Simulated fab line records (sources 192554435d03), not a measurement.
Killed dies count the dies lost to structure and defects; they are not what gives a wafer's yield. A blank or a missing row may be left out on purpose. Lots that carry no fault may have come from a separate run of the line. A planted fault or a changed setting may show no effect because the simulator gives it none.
Chamber matching ; flow n5Finfet ; N5_BEOL_M1_ETCH_64 on rieDiel-04 has 4 sister chambers
The step etches SOC in N2/H2, target depth 75 nm, overetch 15 nm, time 112.5 s. 8 wafers are shown with their chamber, then 9 later ones without.

## EACH WAFER AND ITS CHAMBER
wafer;chamber;drypumpMotorCurrentA (A);showerheadPlenumPTorr (Torr)
L080.4;3;5.3;2.50
L082.1;2;6.2;2.53
L087.1;0;5.3;2.42
L087.3;1;5.2;2.59
L087.5;2;6.2;2.53
L090.2;0;5.2;2.42
L090.3;3;5.3;2.49
L090.4;1;5.2;2.59

## WAFERS WITH NO CHAMBER GIVEN
wafer;drypumpMotorCurrentA (A);showerheadPlenumPTorr (Torr)
L092.1;5.3;2.49
L092.2;6.2;2.52
L092.5;5.2;2.42
L094.2;5.3;2.49
L094.3;5.2;2.42
L094.4;6.2;2.52
L097.1;5.2;2.41
L097.3;6.2;2.52
L097.5;5.2;2.58

## WHICH CHAMBER EACH ONE RAN IN
wafer;from the rows above;in truth
L092.1;3;3
L092.2;2;2
L092.5;0;0
L094.2;3;3
L094.3;0;0
L094.4;2;2
L097.1;0;0
L097.3;2;2
L097.5;1;1
Placed correctly: 9 of 9. Number that these rows cannot place: 0. Placed wrongly: 0.
How it was worked out, from the rows above alone: a wafer's distance from a chamber is the root of the sum, over the readings, of the square of ((its reading less the chamber's mean) divided by the reading's scatter). The wafer belongs to the nearest chamber; if the next one is less than 2 further off, it can't be placed. Each chamber's mean is taken over the wafers shown for it. The scatter: the root of (the sum of the squares of (reading less its chamber's mean) over the shown wafers, divided by (wafers less chambers)).
